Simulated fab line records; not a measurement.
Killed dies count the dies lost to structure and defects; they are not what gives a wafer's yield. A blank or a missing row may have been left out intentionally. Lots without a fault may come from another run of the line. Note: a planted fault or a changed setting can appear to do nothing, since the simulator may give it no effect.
fab line records	flow nandHarc
[record] lots = 24	wafers = 72	lastDay = 25
route steps=1159 shown A_WL_FILL@824 A_CONTACT@842
lots that met no fault: from a run of the same line without faults
startH: hours from the record's opening day to when the first of the lot's shown wafers began	waitH: hours from the lot's prior step to this one	" repeats the value in the row above	L1.1+2: several wafers, shown together as one row	- value missing, or start not given	* or withheld: withheld	< > ~ a bound
route shown NAME@n: NAME is a module with steps in the file, n the number in the route of the first one	usual: mean/standard deviation taken from wafers without a fault	same: alike in all rows	chamber/n: place in a boat	sites: readings site by site	_std_site: the values' standard deviation	_edge_site: the outer-site mean with the inner-site mean subtracted	radiusMm: for every site, how far away it sits from the centre of the wafer	mask NAME#n: copy n	behind: tool/chamber where the wafer was last shaped	hold: what put the lot on hold/how long, in hours/how the hold closed	device: which transistor (n, p or np) failed to switch	end of line: the route-end tests of the same wafers	a step given without rows: its recipe and nothing more	killed: dies lost to structure and defects at the first sort, not the wafer's yield	map: a wafer's dies, x killed, . not, _ none there
set.NAME: setting as actually run; set.NAME@STEP: the setting as run at that earlier step	model.NAME: the simulator's own value behind a step, which no gauge read
steps of the route over a sample of lots; a table a step, a row a wafer
services: a tool's chamber out of use, with start hour (startH, from the record's first day; less than 0 if before it), hours out, and reason
[[steps]]
[step NHARC_A_WL_FILL_STRIP_29]
[recipe] timeS = 20	o2FlowSccm = 500	arFlowSccm = 0	biasW = 0	chemistry = O2
[usual] drypumpMotorCurrentA = 5.9/0.39	oesProductAu = 1.001/0.0079	rfVppV = 57.9/0.92	showerheadPlenumPTorr = 3.52/0.11	throttleValvePct = 17.036/0.0098
[same] timeS = 20
lot.wafer	tool	chamber	startH	waitH	drypumpMotorCurrentA	oesProductAu	rfHoursCounterH	rfVppV	showerheadPlenumPTorr	throttleValvePct
L075.3	rieDiel-09	2	354.97	0.1	5.3	0.991	2.2	57.3	3.78	17.016
L075.1	"	3	"	"	5.9	1.009	2.5	58.8	3.39	17.039
L075.6	"	3	"	"	5.9	1.001	-	58.0	3.39	17.037
L077.2	rieDiel-06	1	356.72	0.1	6.2	1.006	3.0	58.1	3.53	17.014
L077.3	"	2	"	"	5.7	1.014	3.5	58.7	3.61	17.018
L077.5	"	2	"	"	5.6	1.005	-	59.2	3.61	17.044
L078.2	rieDiel-05	0	358.95	0.1	5.7	0.992	0.2	57.6	3.41	17.041
L078.3	"	1	"	"	6.5	0.995	0.2	57.6	3.64	17.041
L078.5	"	2	"	"	6.5	0.989	-	58.7	3.53	17.011
L074.1	rieDiel-06	3	362.54	0.1	5.4	0.995	3.5	58.4	3.38	17.036
L074.2	"	0	"	"	5.9	0.999	3.5	58.5	3.48	17.036
L074.5	"	1	"	"	6.2	0.993	-	56.9	3.53	17.040
L079.3	rieDiel-05	3	366.26	0.1	5.8	1.004	0.4	57.0	3.48	17.028
L079.4	"	1	"	"	6.5	1.004	0.4	58.8	3.64	17.034
L079.5	"	3	"	"	5.8	1.013	-	57.0	3.48	17.058
L076.3	rieDiel-06	0	366.32	0.1	5.8	0.996	3.6	57.7	3.48	17.055
L076.2	"	2	"	"	5.6	1.013	3.6	59.7	3.61	17.037
L076.5	"	0	"	"	5.9	0.998	-	57.9	3.48	17.026
L080.4	rieDiel-09	0	377.52	0.1	5.3	1.000	3.0	59.5	3.45	17.038
L080.1	"	1	"	"	5.7	0.994	2.5	56.9	3.63	17.019
L080.6	"	0	"	"	5.3	0.996	-	55.3	3.46	17.035
L081.1	rieDiel-05	3	385.40	0.1	5.8	1.010	1.8	58.2	3.48	17.057
L081.6	"	3	"	"	5.8	1.006	-	57.6	3.48	17.043
L081.5	"	0	"	"	5.7	0.996	-	58.1	3.41	17.045
L082.4	rieDiel-06	3	402.72	0.1	5.4	0.988	5.2	56.5	3.38	17.023
L082.2	"	0	"	"	5.8	1.001	5.1	57.1	3.48	17.037
L082.6	"	2	"	"	5.7	1.006	-	57.7	3.61	17.043
L083.4	rieDiel-06	1	408.68	0.1	6.2	1.004	4.7	58.1	3.53	17.032
L083.3	"	2	"	"	5.7	1.015	5.2	57.7	3.61	17.028
L083.1	"	3	"	"	5.4	1.005	5.2	57.7	3.38	17.016
L085.3	rieDiel-05	3	417.06	0.1	5.8	1.010	3.9	57.4	3.48	17.027
L085.1	"	0	"	"	5.8	0.999	3.8	57.7	3.41	17.029
L085.6	"	2	"	"	6.5	0.994	-	57.5	3.53	17.041
L084.1	rieDiel-09	2	418.76	0.1	5.4	0.998	3.9	58.4	3.78	17.051
L084.2	"	3	"	"	5.9	0.998	4.3	57.1	3.39	17.023
L084.3	"	0	"	"	5.3	0.999	4.4	56.7	3.45	17.040
L086.3	rieDiel-05	0	427.53	0.1	5.8	0.986	4.1	55.6	3.41	17.042
L086.4	"	3	"	"	5.8	1.001	4.2	58.0	3.47	17.019
L086.6	"	1	"	"	6.5	1.004	-	59.3	3.64	17.030
L088.3	rieDiel-06	1	429.23	0.1	6.2	0.985	0.0	58.7	3.53	17.036
L088.1	"	3	"	"	5.4	1.011	0.0	57.2	3.38	17.032
L088.5	"	1	"	"	6.2	0.990	-	59.5	3.53	17.030
L089.4	rieDiel-05	1	430.65	0.1	6.6	1.008	4.7	57.4	3.64	17.029
L089.2	"	3	"	"	5.8	1.012	4.3	58.2	3.47	17.016
L089.6	"	0	"	"	5.8	1.000	-	59.0	3.41	17.037
L090.4	rieDiel-06	0	432.28	0.1	5.9	0.997	0.1	57.6	3.48	17.031
L090.1	"	1	"	"	6.2	1.004	0.1	57.9	3.53	17.039
L090.3	"	2	"	"	5.6	1.006	0.1	58.0	3.61	17.022
L087.4	rieDiel-05	0	433.53	0.1	5.8	0.991	4.2	56.8	3.41	17.049
L087.6	"	3	"	"	5.8	1.009	-	57.8	3.48	17.047
L087.5	"	0	"	"	5.7	0.996	-	59.5	3.41	17.026
L091.4	rieDiel-09	3	449.05	0.1	5.9	1.010	0.1	57.9	3.39	17.023
L091.2	"	0	"	"	5.3	1.004	0.1	57.4	3.45	17.033
L091.3	"	1	"	"	5.7	0.996	0.1	58.6	3.62	17.040
L093.4	rieDiel-06	2	459.60	0.1	5.7	1.000	1.3	58.3	3.61	17.046
L093.2	"	3	"	"	5.4	1.008	1.4	58.2	3.38	17.041
L093.5	"	1	"	"	6.2	0.992	-	60.1	3.53	17.028
L092.3	rieDiel-05	1	459.67	0.1	6.6	1.007	6.3	57.4	3.64	17.046
L092.4	"	3	"	"	5.8	1.005	5.9	58.1	3.47	17.023
L092.5	"	1	"	"	6.6	1.004	-	58.2	3.64	17.048
L096.3	rieDiel-05	3	475.95	0.1	5.8	1.002	6.6	58.6	3.47	17.018
L096.4	"	2	"	"	6.5	0.987	7.2	58.7	3.53	17.040
L096.6	"	3	"	"	5.8	1.001	-	57.1	3.47	17.032
L094.2	rieDiel-09	1	476.04	0.1	5.6	1.003	0.8	58.1	3.62	17.029
L094.3	"	2	"	"	5.3	0.999	0.9	59.7	3.78	17.025
L094.1	"	0	"	"	5.3	1.005	0.9	57.9	3.45	17.027
L095.4	rieDiel-06	3	477.16	0.1	5.4	1.011	2.3	57.7	3.38	17.034
L095.3	"	0	"	"	5.9	0.998	1.4	57.4	3.48	17.050
L095.5	"	2	"	"	5.6	1.014	-	58.1	3.61	17.028
L097.3	rieDiel-06	0	509.31	0.1	5.8	1.003	2.3	59.0	3.48	17.034
L097.6	"	3	"	"	5.4	1.007	-	58.5	3.38	17.033
L097.5	"	0	"	"	5.9	0.999	-	56.6	3.48	17.044
[step NHARC_A_CONTACT_DEP_28]
[recipe] targetThkA = 36000	tempC = 400	material = aC
[usual] throttleValvePct = 35.000/0.0092
lot.wafer	tool	chamber	startH	waitH	throttleValvePct
L075.1	aclDep-01	0	367.16	1.8	35.011
L075.3	"	0	"	"	35.013
L075.6	"	0	368.96	3.6	34.999
L078.2	aclDep-03	0	374.40	3.4	35.005
L078.3	"	0	"	"	34.995
L078.5	"	0	"	"	34.993
L077.2	aclDep-01	0	375.87	3.4	35.004
L077.3	"	0	"	"	34.993
L077.5	"	0	"	"	35.009
L074.1	aclDep-02	0	379.22	2.5	34.991
L074.2	"	0	"	"	35.001
L074.5	"	0	380.69	3.9	34.999
L079.3	aclDep-02	0	382.15	3.2	35.001
L079.4	"	0	"	"	34.985
L079.5	"	0	"	"	35.004
L076.2	aclDep-03	0	383.92	2.9	35.001
L076.3	"	0	"	"	35.001
L076.5	"	0	"	"	35.020
L080.1	aclDep-02	0	389.94	0.1	35.002
L080.4	"	0	391.04	1.2	34.987
L080.6	"	0	"	"	34.993
L081.1	aclDep-01	0	400.58	2.7	35.007
L081.5	"	0	402.02	4.1	35.014
L081.6	"	0	"	"	34.993
L082.2	aclDep-02	0	414.94	0.4	35.003
L082.4	"	0	"	"	35.002
L082.6	"	0	"	"	35.001
L083.1	aclDep-01	0	425.06	0.1	35.000
L083.3	"	0	"	"	35.015
L083.4	"	0	"	"	35.007
L084.1	aclDep-01	0	429.81	0.1	35.005
L084.2	"	0	"	"	34.992
L084.3	"	0	"	"	34.998
L085.1	aclDep-02	0	429.99	0.1	35.004
L085.3	"	0	"	"	35.004
L085.6	"	0	431.83	1.9	34.997
L086.3	aclDep-01	0	440.87	1.1	35.010
L086.4	"	0	"	"	35.018
L086.6	"	0	"	"	34.985
L088.1	aclDep-01	0	442.33	0.7	35.004
L088.3	"	0	"	"	35.002
L088.5	"	0	"	"	35.018
L090.1	aclDep-03	0	444.86	0.1	35.002
L090.3	"	0	"	"	35.001
L090.4	"	0	"	"	34.994
L089.2	aclDep-01	0	448.09	2.2	35.000
L089.4	"	0	"	"	34.994
L089.6	"	0	"	"	34.989
L087.4	aclDep-02	0	454.78	5.6	35.004
L087.5	"	0	"	"	35.003
L087.6	"	0	"	"	34.991
L091.2	aclDep-02	0	461.86	0.9	35.006
L091.3	"	0	"	"	35.002
L091.4	"	0	"	"	34.990
L093.2	aclDep-03	0	477.45	3.3	34.995
L093.4	"	0	"	"	35.013
L093.5	"	0	"	"	34.993
L092.3	aclDep-02	0	477.57	5.0	34.991
L092.4	"	0	"	"	35.005
L092.5	"	0	"	"	35.004
L096.3	aclDep-02	0	493.00	0.8	34.999
L096.4	"	0	"	"	34.988
L096.6	"	0	"	"	35.005
L094.1	aclDep-01	0	494.14	0.1	35.025
L094.2	"	0	"	"	35.004
L094.3	"	0	"	"	35.016
L095.3	aclDep-02	0	502.13	1.2	34.986
L095.4	"	0	"	"	35.004
L095.5	"	0	"	"	35.001
L097.3	aclDep-03	0	522.45	1.1	34.992
L097.5	"	0	"	"	34.982
L097.6	"	0	"	"	35.012
[step NHARC_A_CONTACT_OVL_MEAS_43]
[usual] overlayXNm = -0.1/0.9	overlayYNm = -0.1/0.81
lot.wafer	tool	chamber	startH	waitH	overlayXNm	overlayYNm
L075.1	overlay-02	-	370.15	-	-0.8	0.4
L075.3	"	-	"	"	-0.7	0.4
L075.6	"	-	"	"	-1.4	0.0
L078.2	overlay-01	-	376.97	-	0.3	-1.1
L078.3	"	-	"	"	-0.2	-0.6
L078.5	"	-	"	"	-1.1	-0.5
L077.2	overlay-01	-	378.56	-	0.6	0.5
L077.3	"	-	"	"	0.1	0.9
L077.5	"	-	"	"	0.3	1.2
L074.1	overlay-02	-	382.31	-	-0.3	-0.7
L074.2	"	-	"	"	-0.8	-1.2
L074.5	"	-	"	"	-0.3	-1.2
L079.3	overlay-01	-	384.55	-	0.6	0.0
L079.4	"	-	"	"	0.8	0.6
L079.5	"	-	"	"	0.1	0.6
L076.2	overlay-01	-	386.71	-	0.3	0.6
L076.3	"	-	"	"	0.0	-0.2
L076.5	"	-	"	"	0.1	0.5
L080.1	overlay-02	-	392.99	-	-0.3	1.5
L080.4	"	-	"	"	0.0	2.1
L080.6	"	-	"	"	0.1	2.0
L081.1	overlay-02	-	403.57	-	0.7	-0.7
L081.5	"	-	"	"	0.7	-0.5
L081.6	"	-	"	"	0.3	-0.9
L082.2	overlay-02	-	417.64	-	1.2	-0.4
L082.4	"	-	"	"	0.9	-0.6
L082.6	"	-	"	"	1.1	-0.3
L083.1	overlay-02	-	428.08	-	-0.4	0.2
L083.3	"	-	"	"	-0.7	-0.4
L083.4	"	-	"	"	-0.2	0.1
L084.1	overlay-01	-	433.00	-	-1.1	-0.5
L084.2	"	-	"	"	-0.3	-0.9
L084.3	"	-	"	"	-0.2	-0.5
L085.1	overlay-01	-	433.15	-	-0.2	1.6
L085.3	"	-	"	"	-0.4	1.4
L085.6	"	-	"	"	-0.7	1.2
L086.3	overlay-02	-	443.04	-	-1.7	-0.1
L086.4	"	-	"	"	-2.2	-0.8
L086.6	"	-	"	"	-2.1	0.2
L088.1	overlay-02	-	445.44	-	0.0	-0.6
L088.3	"	-	"	"	0.1	-0.5
L088.5	"	-	"	"	0.9	-0.6
L090.1	overlay-02	-	447.91	-	0.3	-0.1
L090.3	"	-	"	"	-0.1	-0.2
L090.4	"	-	"	"	-0.3	-0.2
L089.2	overlay-01	-	450.62	-	-0.6	-0.7
L089.4	"	-	"	"	-0.2	-1.3
L089.6	"	-	"	"	-1.3	-1.1
L087.4	overlay-01	-	456.73	-	-0.1	-0.4
L087.5	"	-	"	"	-0.4	-0.6
L087.6	"	-	"	"	-0.5	-0.5
L091.2	overlay-01	-	464.49	-	0.7	0.9
L091.3	"	-	"	"	0.9	0.7
L091.4	"	-	"	"	0.2	0.2
L092.3	overlay-01	-	479.88	-	1.9	-0.9
L092.4	"	-	"	"	1.7	-1.0
L092.5	"	-	"	"	1.5	-1.1
L093.2	overlay-01	-	480.22	-	2.1	-0.4
L093.4	"	-	"	"	2.3	0.0
L093.5	"	-	"	"	1.5	-0.5
L096.3	overlay-02	-	495.31	-	-0.5	-0.6
L096.4	"	-	"	"	-0.3	-0.5
L096.6	"	-	"	"	-0.8	-0.8
L094.1	overlay-02	-	497.15	-	-0.4	1.0
L094.2	"	-	"	"	-0.3	0.7
L094.3	"	-	"	"	-0.3	1.1
L095.3	overlay-02	-	504.42	-	-0.4	-0.4
L095.4	"	-	"	"	-0.4	0.1
L095.5	"	-	"	"	0.0	-0.2
L097.3	overlay-01	-	524.64	-	-1.5	0.7
L097.5	"	-	"	"	-1.1	1.1
L097.6	"	-	"	"	-0.8	0.0
[step NHARC_A_CONTACT_ETCH_117]
[recipe] sourceW = withheld	pressureMtorr = 20	biasV = 3000	timeS = 94	targetDepthA = 9220	arFlowSccm = withheld	c4f8FlowSccm = withheld	o2FlowSccm = withheld	chemistry = C4F8/O2/Ar
[same] timeS = 94
lot.wafer	tool	chamber	startH	waitH	rfHoursCounterH
L075.1	harCapEtch-03	0	372.17	0.1	75
L075.3	"	1	"	"	-
L075.6	"	0	"	"	-
L078.2	harCapEtch-01	1	378.99	0.1	58
L078.3	"	1	"	"	-
L078.5	"	0	"	"	-
L077.2	harCapEtch-03	1	380.71	0.1	78
L077.3	"	0	"	"	-
L077.5	"	0	"	"	-
L074.1	harCapEtch-01	1	384.39	0.1	61
L074.2	"	0	"	"	61
L074.5	"	0	"	"	-
L079.3	harCapEtch-03	1	386.97	0.1	-
L079.4	"	0	"	"	-
L079.5	"	1	"	"	-
L076.2	harCapEtch-03	0	390.17	0.1	80
L076.3	"	0	"	"	-
L076.5	"	1	"	"	-
L080.1	harCapEtch-02	0	395.12	0.1	14
L080.4	"	1	"	"	-
L080.6	"	0	"	"	-
L081.1	harCapEtch-01	0	405.82	0.1	67
L081.6	"	1	"	"	-
L081.5	"	0	"	"	-
L082.2	harCapEtch-01	0	419.65	0.1	68
L082.4	"	0	"	"	-
L082.6	"	0	"	"	-
L083.1	harCapEtch-03	1	430.12	0.1	87
L083.3	"	0	"	"	-
L083.4	"	1	"	"	-
L084.1	harCapEtch-02	1	435.78	0.1	19
L084.2	"	0	"	"	19
L084.3	"	0	"	"	-
L085.1	harCapEtch-03	0	436.05	0.1	88
L085.3	"	0	"	"	-
L085.6	"	0	"	"	-
L086.3	harCapEtch-03	1	445.61	0.1	-
L086.4	"	0	"	"	-
L086.6	"	1	"	"	-
L088.1	harCapEtch-02	1	447.47	0.1	22
L088.3	"	1	"	"	-
L088.5	"	0	"	"	-
L090.1	harCapEtch-03	0	450.01	0.1	92
L090.3	"	0	"	"	-
L090.4	"	1	"	"	-
L089.2	harCapEtch-01	1	452.71	0.1	73
L089.4	"	1	"	"	-
L089.6	"	1	"	"	-
L087.4	harCapEtch-03	0	459.38	0.1	-
L087.6	"	1	"	"	-
L087.5	"	0	"	"	-
L091.2	harCapEtch-03	1	467.11	0.1	95
L091.4	"	0	"	"	-
L091.3	"	1	"	"	-
L092.3	harCapEtch-03	1	482.01	0.1	-
L092.4	"	0	"	"	-
L092.5	"	0	"	"	-
L093.2	harCapEtch-01	0	482.47	0.1	79
L093.4	"	0	"	"	-
L093.5	"	0	"	"	-
L096.3	harCapEtch-01	0	497.35	0.1	-
L096.4	"	1	"	"	-
L096.6	"	1	"	"	-
L094.2	harCapEtch-02	0	499.50	0.1	30
L094.1	"	1	"	"	30
L094.3	"	0	"	"	-
L095.3	harCapEtch-01	1	506.48	0.1	-
L095.4	"	0	"	"	-
L095.5	"	0	"	"	-
L097.3	harCapEtch-01	0	526.82	0.1	-
L097.6	"	1	"	"	-
L097.5	"	0	"	"	-
[step NHARC_A_CONTACT_ETCH_120]
[recipe] sourceW = withheld	pressureMtorr = 20	biasV = 3000	timeS = 94	targetDepthA = 9220	arFlowSccm = withheld	c4f8FlowSccm = withheld	o2FlowSccm = withheld	chemistry = C4F8/O2/Ar
[same] timeS = 94
lot.wafer	tool	chamber	startH	waitH	rfHoursCounterH
L075.1	harCapEtch-03	0	372.45	0.1	75
L075.3	"	1	"	"	-
L075.6	"	0	"	"	-
L078.2	harCapEtch-01	1	379.26	0.1	58
L078.3	"	1	"	"	-
L078.5	"	0	"	"	-
L077.2	harCapEtch-03	1	381.07	0.1	78
L077.3	"	0	"	"	-
L077.5	"	0	"	"	-
L074.1	harCapEtch-01	1	384.67	0.1	61
L074.2	"	0	"	"	61
L074.5	"	0	"	"	-
L079.3	harCapEtch-03	1	387.33	0.1	-
L079.4	"	0	"	"	-
L079.5	"	1	"	"	-
L076.2	harCapEtch-03	0	390.44	0.1	80
L076.3	"	0	"	"	-
L076.5	"	1	"	"	-
L080.1	harCapEtch-02	0	395.39	0.1	14
L080.4	"	1	"	"	-
L080.6	"	0	"	"	-
L081.1	harCapEtch-01	0	406.10	0.1	67
L081.6	"	1	"	"	-
L081.5	"	0	"	"	-
L082.2	harCapEtch-01	0	419.92	0.1	69
L082.4	"	0	"	"	-
L082.6	"	0	"	"	-
L083.1	harCapEtch-03	1	430.39	0.1	87
L083.3	"	0	"	"	-
L083.4	"	1	"	"	-
L084.1	harCapEtch-02	1	436.14	0.1	19
L084.2	"	0	"	"	19
L084.3	"	0	"	"	-
L085.1	harCapEtch-03	0	436.32	0.1	88
L085.3	"	0	"	"	-
L085.6	"	0	"	"	-
L086.3	harCapEtch-03	1	445.88	0.1	-
L086.4	"	0	"	"	-
L086.6	"	1	"	"	-
L088.1	harCapEtch-02	1	447.75	0.1	22
L088.3	"	1	"	"	-
L088.5	"	0	"	"	-
L090.1	harCapEtch-03	0	450.29	0.1	92
L090.3	"	0	"	"	-
L090.4	"	1	"	"	-
L089.2	harCapEtch-01	1	452.98	0.1	73
L089.4	"	1	"	"	-
L089.6	"	1	"	"	-
L087.4	harCapEtch-03	0	459.66	0.1	-
L087.6	"	1	"	"	-
L087.5	"	0	"	"	-
L091.2	harCapEtch-03	1	467.39	0.1	96
L091.4	"	0	"	"	-
L091.3	"	1	"	"	-
L092.3	harCapEtch-03	1	482.28	0.1	-
L092.4	"	0	"	"	-
L092.5	"	0	"	"	-
L093.2	harCapEtch-01	0	482.74	0.1	79
L093.4	"	0	"	"	-
L093.5	"	0	"	"	-
L096.3	harCapEtch-01	0	497.62	0.1	-
L096.4	"	1	"	"	-
L096.6	"	1	"	"	-
L094.2	harCapEtch-02	0	499.77	0.1	30
L094.1	"	1	"	"	30
L094.3	"	0	"	"	-
L095.3	harCapEtch-01	1	506.76	0.1	-
L095.4	"	0	"	"	-
L095.5	"	0	"	"	-
L097.3	harCapEtch-01	0	527.09	0.1	-
L097.6	"	1	"	"	-
L097.5	"	0	"	"	-
[step NHARC_A_CONTACT_ETCH_96]
[recipe] targetDepthA = 200	overEtchFrac = 0.5	timeS = 10	ionEnergyEv = 250	c4f6FlowSccm = 25	o2FlowSccm = 20	arFlowSccm = 500	rfW = 600	biasW = 500	chemistry = C4F6/O2
[usual] drypumpMotorCurrentA = 5.9/0.42	oesProductAu = 0.978/0.028	rfFwdPowerW = 586.7/2.4	rfVppV = 547/3.1	showerheadPlenumPTorr = 3.91/0.15	throttleValvePct = 26.903/0.01
[same] timeS = 10
lot.wafer	tool	chamber	startH	waitH	drypumpMotorCurrentA	oesProductAu	rfFwdPowerW	rfHoursCounterH	rfVppV	showerheadPlenumPTorr	throttleValvePct
L075.3	rieDiel-08	0	-	-	5.8	1.014	583.4	13	545	3.89	26.900
L075.1	"	2	"	"	5.8	1.005	582.4	14	542	3.67	26.901
L075.6	"	0	"	"	5.8	1.005	583.4	-	545	3.89	26.888
L078.3	rieDiel-08	0	-	-	5.8	0.962	586.8	15	546	3.89	26.902
L078.2	"	2	"	"	5.8	0.929	586.9	15	542	3.67	26.882
L078.5	"	0	"	"	5.8	0.952	585.9	-	545	3.89	26.898
L077.2	rieDiel-11	0	-	-	6.1	0.940	587.3	55	542	3.67	26.897
L077.3	"	1	"	"	6.1	0.947	585.7	53	547	3.86	26.892
L077.5	"	0	"	"	6.1	0.945	586.0	-	542	3.67	26.908
L074.1	rieDiel-08	3	-	-	5.6	1.016	585.4	16	546	3.91	26.897
L074.2	"	1	"	"	6.5	1.014	586.8	17	549	4.11	26.916
L074.5	"	3	"	"	5.6	1.002	585.9	-	546	3.91	26.891
L079.3	rieDiel-11	2	-	-	6.1	0.975	585.4	59	547	3.93	26.909
L079.4	"	0	"	"	6.1	0.975	584.0	61	543	3.67	26.910
L079.5	"	2	"	"	6.1	0.969	584.2	-	546	3.93	26.887
L076.3	rieDiel-10	2	-	-	5.2	0.992	585.5	12	548	3.99	26.913
L076.2	"	3	"	"	5.7	0.982	590.2	13	549	3.97	26.901
L076.5	"	1	"	"	5.2	0.981	587.1	-	543	3.71	26.911
L080.4	rieDiel-10	2	-	-	5.2	0.992	584.4	14	548	3.99	26.908
L080.1	"	3	"	"	5.7	0.983	587.7	14	548	3.97	26.900
L080.6	"	2	"	"	5.2	0.987	588.8	-	546	3.99	26.890
L081.1	rieDiel-08	2	407.12	0.1	5.8	0.941	589.0	25	542	3.66	26.896
L081.5	"	2	"	"	5.8	0.934	586.2	-	541	3.66	26.912
L081.6	"	0	"	"	5.8	0.950	581.3	-	546	3.88	26.908
L082.4	rieDiel-11	2	-	-	6.1	1.005	587.6	5	547	3.92	26.904
L082.2	"	1	"	"	6.1	0.998	586.6	3	546	3.85	26.921
L082.6	"	3	"	"	6.6	1.006	584.4	-	547	3.97	26.910
L083.4	rieDiel-10	2	-	-	5.2	0.939	583.9	22	548	3.98	26.905
L083.3	"	3	"	"	5.7	0.958	591.9	23	549	3.96	26.907
L083.1	"	0	"	"	5.8	0.950	585.3	21	547	3.89	26.901
L085.1	rieDiel-11	3	-	-	6.6	0.999	590.5	7	549	3.97	26.889
L085.3	"	1	"	"	6.1	0.980	586.1	9	546	3.85	26.909
L085.6	"	0	"	"	6.1	1.011	584.9	-	553	4.22	26.903
L084.2	rieDiel-08	1	-	-	6.5	0.967	585.8	23	551	4.10	26.915
L084.1	"	2	"	"	5.8	0.932	586.7	30	542	3.66	26.912
L084.3	"	3	"	"	5.6	0.949	581.7	29	546	3.90	26.897
L086.3	rieDiel-08	0	-	-	5.8	1.016	587.8	32	547	3.88	26.892
L086.4	"	1	"	"	6.5	1.017	588.2	25	549	4.10	26.901
L086.6	"	0	"	"	5.8	1.002	584.1	-	546	3.88	26.877
L088.3	rieDiel-08	2	-	-	5.8	1.001	588.1	32	541	3.66	26.907
L088.1	"	3	"	"	5.6	1.014	586.1	31	547	3.90	26.919
L088.5	"	1	"	"	6.5	1.008	588.1	-	551	4.10	26.903
L090.3	rieDiel-10	2	-	-	5.2	0.993	585.9	32	548	3.97	26.892
L090.1	"	3	"	"	5.7	0.992	591.2	33	548	3.95	26.903
L090.4	"	0	"	"	5.8	0.992	588.6	30	546	3.88	26.903
L089.4	rieDiel-10	0	-	-	5.8	0.961	591.4	31	547	3.88	26.906
L089.2	"	2	"	"	5.2	0.946	582.5	34	548	3.97	26.921
L089.6	"	3	"	"	5.7	0.954	591.8	-	546	3.95	26.895
L087.4	rieDiel-08	0	-	-	5.8	0.951	582.7	35	545	3.87	26.909
L087.6	"	3	"	"	5.6	0.957	585.7	-	547	3.90	26.907
L087.5	"	0	"	"	5.8	0.956	586.4	-	545	3.87	26.895
L091.3	rieDiel-08	1	-	-	6.5	1.020	587.0	31	551	4.10	26.909
L091.2	"	3	"	"	5.6	1.012	585.1	36	547	3.90	26.879
L091.4	"	0	"	"	5.8	1.009	583.0	37	545	3.87	26.895
L092.4	rieDiel-10	0	-	-	5.7	1.006	588.0	42	545	3.87	26.900
L092.3	"	1	"	"	5.2	0.990	586.6	42	542	3.69	26.901
L092.5	"	0	"	"	5.7	1.000	586.1	-	546	3.87	26.915
L093.2	rieDiel-11	3	-	-	6.6	0.944	589.2	27	547	3.96	26.896
L093.4	"	2	"	"	6.0	0.952	585.8	28	546	3.91	26.915
L093.5	"	0	"	"	6.1	0.944	581.9	-	554	4.21	26.915
L096.3	rieDiel-08	1	-	-	6.5	1.014	588.8	1	552	4.10	26.914
L096.4	"	0	"	"	5.7	0.999	584.6	1	544	3.87	26.907
L096.6	"	2	"	"	5.8	0.999	585.1	-	542	3.66	26.910
L094.3	rieDiel-08	1	-	-	6.5	1.023	588.4	2	551	4.10	26.906
L094.1	"	2	"	"	5.8	0.987	588.1	2	540	3.66	26.898
L094.2	"	0	"	"	5.8	1.004	586.5	1	547	3.87	26.913
L095.3	rieDiel-11	3	-	-	6.6	0.941	589.7	33	548	3.96	26.920
L095.4	"	1	"	"	6.1	0.950	588.0	36	544	3.83	26.919
L095.5	"	0	"	"	6.1	0.942	585.9	-	552	4.20	26.894
L097.3	rieDiel-10	0	-	-	5.7	0.933	582.6	60	545	3.86	26.883
L097.5	"	1	"	"	5.2	0.917	588.6	-	542	3.68	26.901
L097.6	"	2	"	"	5.2	0.937	582.9	-	547	3.96	26.902
[[services]]
tool	chamber	startH	hours	kind
rieDiel-08	0	335.32	-	clean
rieDiel-08	1	335.32	-	clean
rieDiel-08	2	335.32	-	clean
rieDiel-08	3	335.32	-	clean
rieDiel-05	-	340.61	9.0	pm
aclDep-02	-	349.09	13.0	pm
rieDiel-05	3	353.27	3.9	repair
rieDiel-08	0	359.89	-	clean
rieDiel-08	1	359.89	-	clean
rieDiel-05	-	384.09	0.5	repair
aclDep-01	-	391.88	5.1	repair
rieDiel-09	1	394.64	2.1	repair
rieDiel-11	-	398.65	9.0	pm
aclDep-03	-	404.25	13.0	pm
rieDiel-06	-	418.22	9.0	pm
rieDiel-11	3	429.84	5.1	repair
rieDiel-09	-	431.10	9.0	pm
harCapEtch-02	-	456.92	4.9	repair
rieDiel-06	0	463.37	13.0	repair
rieDiel-10	3	468.39	1.6	repair
aclDep-01	-	475.65	13.0	pm
rieDiel-08	-	478.82	9.0	pm
rieDiel-09	1	494.83	5.1	repair
rieDiel-05	-	517.61	9.0	pm
[[key]]
fault none
